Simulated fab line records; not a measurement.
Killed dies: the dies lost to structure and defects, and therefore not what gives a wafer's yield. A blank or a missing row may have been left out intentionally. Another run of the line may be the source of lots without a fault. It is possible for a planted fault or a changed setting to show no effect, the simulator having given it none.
Chamber matching -- flow n5-finfet -- 4 sister chambers for N5_BEOL_M1_ETCHBACK_99 on rie-diel-01
The step etches SiO2 in CHF3, target depth 5 nm, time 10.4 s. 20 wafers are shown with their chamber, then 10 later ones without.

EACH WAFER AND ITS CHAMBER
wafer,chamber,drypump-motor-current-A (A),showerhead-plenum-p-Torr (Torr),throttle-valve-pct (%)
L076.3,1,5.2,2.23,17.11
L076.4,3,4.7,2.13,17.35
L076.6,2,5.6,2.16,17.29
L077.2,2,5.6,2.16,17.31
L077.4,3,4.7,2.13,17.35
L077.5,1,5.2,2.23,17.11
L078.1,3,4.8,2.13,17.34
L078.3,0,5.0,2.23,17.25
L078.5,0,5.0,2.23,17.25
L082.2,3,4.7,2.13,17.35
L082.3,0,5.0,2.23,17.26
L082.4,2,5.6,2.16,17.32
L081.2,1,5.2,2.22,17.12
L081.3,2,5.6,2.16,17.33
L081.5,3,4.7,2.12,17.37
L084.1,0,5.0,2.23,17.27
L084.2,1,5.2,2.22,17.12
L084.4,2,5.6,2.16,17.34
L088.2,3,4.7,2.11,17.42
L088.3,2,5.6,2.15,17.36

SIGNATURES (averages over the wafers above)
reading,chamber 0,chamber 1,chamber 2,chamber 3,scatter within a chamber
drypump-motor-current-A,5.000,5.200,5.600,4.717,0.0228
showerhead-plenum-p-Torr,2.2300,2.2250,2.1583,2.1250,0.00577
throttle-valve-pct,17.2575,17.1150,17.3250,17.3633,0.0219
Rule: for a wafer and a chamber, the distance is found by dividing, reading by reading, the gap between the wafer's reading and the chamber's mean by the reading's scatter, squaring, summing and taking the root. If the next closest chamber is less than 2 further off than the closest, the wafer can't be placed; otherwise it belongs to the closest. The scatter: the root of (the sum of the squares of (reading less its chamber's mean) over the shown wafers, divided by (wafers less chambers)).

WAFERS WITHOUT THEIR CHAMBER
wafer,drypump-motor-current-A (A),showerhead-plenum-p-Torr (Torr),throttle-valve-pct (%)
L088.5,4.7,2.12,17.42
L089.3,5.1,2.22,17.31
L089.5,4.7,2.11,17.41
L089.6,5.5,2.15,17.37
L092.2,5.6,2.15,17.37
L092.4,4.7,2.11,17.42
L092.6,5.5,2.15,17.38
L086.3,5.6,2.15,17.39
L086.4,5.0,2.22,17.32
L086.5,4.7,2.11,17.42

WHICH CHAMBER EACH ONE RAN IN
wafer,from the rows above,in truth
L088.5,3,3
L089.3,0,0
L089.5,3,3
L089.6,2,2
L092.2,2,2
L092.4,3,3
L092.6,2,2
L086.3,2,2
L086.4,0,0
L086.5,3,3
Placed correctly: 10 of 10. Number that these rows cannot place: 0. Placed wrongly: 0.
